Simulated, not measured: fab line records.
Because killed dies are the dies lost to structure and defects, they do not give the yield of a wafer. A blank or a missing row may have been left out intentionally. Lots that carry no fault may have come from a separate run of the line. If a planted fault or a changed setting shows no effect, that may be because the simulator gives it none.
Which tool did it? / flow n5-finfet / 8 lots with 24 wafers sampled at 3 steps, on a route of 1938 steps

WHAT THE GAUGES SHOWED, per wafer
N5_SD_ACTIVATION_RS_MEAS_03: uses a four-point probe to measure.
lot=L989; measured=day 3 16:51; on=film-metro-01; RS_SD_N (ohm/sq)=21.68 22.02 21.89
lot=L994; measured=day 4 21:22; on=film-metro-02; RS_SD_N (ohm/sq)=21.76 22.00 21.64
lot=L996; measured=day 5 09:37; on=film-metro-01; RS_SD_N (ohm/sq)=21.99 21.40 21.60
lot=L998; measured=day 6 03:38; on=film-metro-02; RS_SD_N (ohm/sq)=22.15 21.97 21.83
lot=L104; measured=day 7 11:25; on=film-metro-01; RS_SD_N (ohm/sq)=15.18 15.30 14.98
lot=L107; measured=day 8 03:43; on=film-metro-01; RS_SD_N (ohm/sq)=15.12 15.32 15.48
lot=L109; measured=day 8 19:26; on=film-metro-01; RS_SD_N (ohm/sq)=21.88 21.69 22.10
lot=L111; measured=day 9 04:22; on=film-metro-02; RS_SD_N (ohm/sq)=22.38 21.82 21.95

WHICH TOOL RAN EACH LOT (tool, then ch and the chambers of the sampled wafers, then the start)
lot=L989; N5_SD_EPI_N_ETCH_35=rie-diel-02 ch 0,1, day 3 06:49; N5_SD_ACTIVATION_LSA_01=laser-anneal-02 ch 0, day 3 16:39
lot=L994; N5_SD_EPI_N_ETCH_35=rie-diel-01 ch 0,1,2, day 4 12:46; N5_SD_ACTIVATION_LSA_01=laser-anneal-01 ch 0, day 4 21:10
lot=L996; N5_SD_EPI_N_ETCH_35=rie-diel-01 ch 0,1, day 5 00:54; N5_SD_ACTIVATION_LSA_01=laser-anneal-01 ch 0, day 5 09:26
lot=L998; N5_SD_EPI_N_ETCH_35=rie-diel-01 ch 0,2, day 5 18:19; N5_SD_ACTIVATION_LSA_01=laser-anneal-01 ch 0, day 6 03:25
lot=L104; N5_SD_EPI_N_ETCH_35=rie-diel-04 ch 0,3, day 7 02:40; N5_SD_ACTIVATION_LSA_01=laser-anneal-01 ch 0, day 7 11:13
lot=L107; N5_SD_EPI_N_ETCH_35=rie-diel-01 ch 0,2,3, day 7 18:47; N5_SD_ACTIVATION_LSA_01=laser-anneal-01 ch 0, day 8 03:31
lot=L109; N5_SD_EPI_N_ETCH_35=rie-diel-01 ch 0,2,3, day 8 10:41; N5_SD_ACTIVATION_LSA_01=laser-anneal-02 ch 0, day 8 19:14
lot=L111; N5_SD_EPI_N_ETCH_35=rie-diel-01 ch 0,2,3, day 8 18:02; N5_SD_ACTIVATION_LSA_01=laser-anneal-02 ch 0, day 9 04:10
- N5_SD_EPI_N_ETCH_35: etches SOC in N2/H2, overetch 108 nm, time 486 s.
- N5_SD_ACTIVATION_LSA_01: time 0.0008 s.

THE ANSWER, worked out from the rows above alone
Rule: what is usual is taken from the lots themselves. Put in order of their means at a reading, lots are off if they are a third of the lots or fewer, leave a main group of 4 or more, and stand apart from it by a gap of 3 or more times the standard deviation of the main group's means; of several such gaps the widest counts. A main group whose means are all the same, to the digits that the tables above print for the reading, isn't used. Also off: a lot with no number at a reading for which 4 or more lots have one. All remaining lots with rows at the step are treated as sound.
Off: at N5_SD_ACTIVATION_RS_MEAS_03 (RS_SD_N), L104, L107. The main group: mean 21.88 ohm/sq, standard deviation 0.12.
A tool fits if, at a process step before that reading, it ran every lot that is off, and no sound lot after the first of them. Those tools and the gauges at N5_SD_ACTIVATION_RS_MEAS_03 are tried in the same way. One fits: laser-anneal-01 at N5_SD_ACTIVATION_LSA_01. A fault onset in the window from L998 (day 6 03:25, its last sound lot) to L104 (day 7 11:13, its first lot off) fits.

WHAT HAD BEEN PUT IN BY THE SIMULATOR
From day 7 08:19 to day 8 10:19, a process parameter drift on laser-anneal-01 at N5_SD_ACTIVATION_LSA_01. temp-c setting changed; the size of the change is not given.
Lots struck among those shown: L104, L107. The rule given above showed the same thing.
